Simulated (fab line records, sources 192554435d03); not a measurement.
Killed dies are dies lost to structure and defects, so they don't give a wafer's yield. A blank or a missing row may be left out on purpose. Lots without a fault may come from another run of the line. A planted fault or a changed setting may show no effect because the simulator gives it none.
Chamber matching | flow n5_finfet | N5_BEOL_M8_CURE_74 on uv_cure-02: 3 sister chambers
The step cures SiCOH lowk, time 240 s. 20 wafers are shown with their chamber, then 10 later ones without.

WAFERS WITH THEIR CHAMBER
wafer  | chamber | wafer_temp_C_max | lamp_power_pct (%)
L074.4 | 1       | 386.4            | 52.22
L074.5 | 1       | 386.3            | 52.26
L074.6 | 1       | 385.8            | 52.30
L075.2 | 0       | 386.4            | 52.29
L075.3 | 0       | 385.9            | 52.30
L075.4 | 0       | 385.9            | 52.28
L078.1 | 1       | 385.8            | 52.30
L078.2 | 1       | 386.8            | 52.27
L078.4 | 1       | 386.0            | 52.29
L082.1 | 2       | 386.3            | 52.28
L082.4 | 2       | 385.7            | 52.24
L082.6 | 2       | 386.2            | 52.28
L083.1 | 0       | 385.9            | 52.29
L083.2 | 0       | 385.8            | 52.38
L083.5 | 0       | 386.2            | 52.31
L084.1 | 1       | 386.1            | 52.39
L084.2 | 1       | 386.5            | 52.20
L084.4 | 1       | 386.4            | 52.35
L086.1 | 2       | 386.4            | 52.29
L086.3 | 2       | 386.1            | 52.34

SIGNATURES (means of the wafers above)
reading          | chamber 0 | chamber 1 | chamber 2 | scatter within a chamber
wafer_temp_C_max | 386.017   | 386.233   | 386.140   | 0.293
lamp_power_pct   | 52.3083   | 52.2867   | 52.2860   | 0.0484
Rule: a wafer's distance from a chamber is the root of the sum, over the readings, of the square of ((its reading less the chamber's mean) divided by the reading's scatter). The wafer belongs to the nearest chamber; if the next one is less than 2 further off, it can't be placed. The scatter: the root of (the sum of the squares of (reading less its chamber's mean) over the shown wafers, divided by (wafers less chambers)).

WAFERS WITHOUT THEIR CHAMBER
wafer  | wafer_temp_C_max | lamp_power_pct (%)
L086.4 | 386.7            | 52.26
L087.3 | 385.8            | 52.25
L087.4 | 386.0            | 52.20
L087.6 | 385.6            | 52.32
L092.1 | 386.7            | 52.28
L092.3 | 385.9            | 52.26
L092.6 | 386.3            | 52.20
L095.1 | 386.2            | 52.28
L095.5 | 386.1            | 52.33
L095.6 | 385.9            | 52.28

WHICH CHAMBER EACH WENT THROUGH
wafer  | from the rows above          | in truth
L086.4 | can't be placed: 1 or 2 or 0 | 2
L087.3 | can't be placed: 2 or 0 or 1 | 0
L087.4 | can't be placed: 2 or 1 or 0 | 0
L087.6 | can't be placed: 0 or 2 or 1 | 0
L092.1 | can't be placed: 1 or 2 or 0 | 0
L092.3 | can't be placed: 2 or 0 or 1 | 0
L092.6 | can't be placed: 1 or 2 or 0 | 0
L095.1 | can't be placed: 1 or 2 or 0 | 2
L095.5 | can't be placed: 0 or 2 or 1 | 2
L095.6 | can't be placed: 0 or 2 or 1 | 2
Placed correctly: 0 of 10. Can't be placed from these rows: 10 (the true chamber is among the candidates in 10). Placed wrongly: 0.
